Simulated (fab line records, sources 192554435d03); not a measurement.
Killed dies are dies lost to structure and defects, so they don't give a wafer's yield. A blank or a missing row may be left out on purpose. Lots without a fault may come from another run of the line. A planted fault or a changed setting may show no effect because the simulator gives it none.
One fault seen from 2 desks | flow n5_finfet | each desk has only its own numbers; what lay behind them comes last

THE METROLOGY DESK
What the gauges read, lot by lot, whatever tool the lot ran on: means of the sampled wafers that have a number. A lot is out of limits, marked OUT, if its mean lies more than 4 standard deviations from the usual mean; the brackets give that distance.
Columns: A = cd_nm at N5_BEOL_M10_CD_MEAS_18, usual 70.1 nm
lot  | first seen here | A
L193 | day 10 00:44    | 70.2
L204 | day 12 12:03    | 71.2
L203 | day 13 02:50    | 71.2
L207 | day 13 07:37    | 71.2
L206 | day 13 07:39    | 69.6
This desk's finding: nothing out of limits on any of the 5 lots.

THE TOOL OWNER'S DESK: rie_diel-02
The tool's own readings at N5_BEOL_M10_ETCH_62 (etches SOC in N2/H2, target depth 110 nm, overetch 22 nm, time 165 s): means of the sampled wafers that have a number, for each lot that ran on this tool. A lot is out of limits, marked OUT, if its mean lies more than 4 standard deviations from the usual mean; the brackets give that distance.
Columns: A = drypump_motor_current_A at N5_BEOL_M10_ETCH_62, usual 5.9 A; B = oes_product_au at N5_BEOL_M10_ETCH_62, usual 0.69 a.u.; C = rf_vpp_V at N5_BEOL_M10_ETCH_62, usual 524.2 V; D = showerhead_plenum_p_Torr at N5_BEOL_M10_ETCH_62, usual 2.55 Torr; E = throttle_valve_pct at N5_BEOL_M10_ETCH_62, usual 17.82 %
lot  | first seen here | A   | B    | C     | D    | E
L193 | day 10 00:10    | 5.9 | 0.64 | 524.4 | 2.58 | 17.92
L204 | day 12 11:44    | 6.1 | 0.65 | 524.4 | 2.55 | 18.03
L203 | day 13 02:26    | 5.8 | 0.74 | 524.7 | 2.57 | 17.52
L207 | day 13 07:14    | 6.0 | 0.65 | 523.3 | 2.55 | 17.62
This desk's finding: nothing out of limits on any of the 4 lots.

PUT TOGETHER
The metrology desk saw nothing out of limits.
The tool owner's desk saw nothing out of limits.

WHAT THE SIMULATOR HAD PUT IN
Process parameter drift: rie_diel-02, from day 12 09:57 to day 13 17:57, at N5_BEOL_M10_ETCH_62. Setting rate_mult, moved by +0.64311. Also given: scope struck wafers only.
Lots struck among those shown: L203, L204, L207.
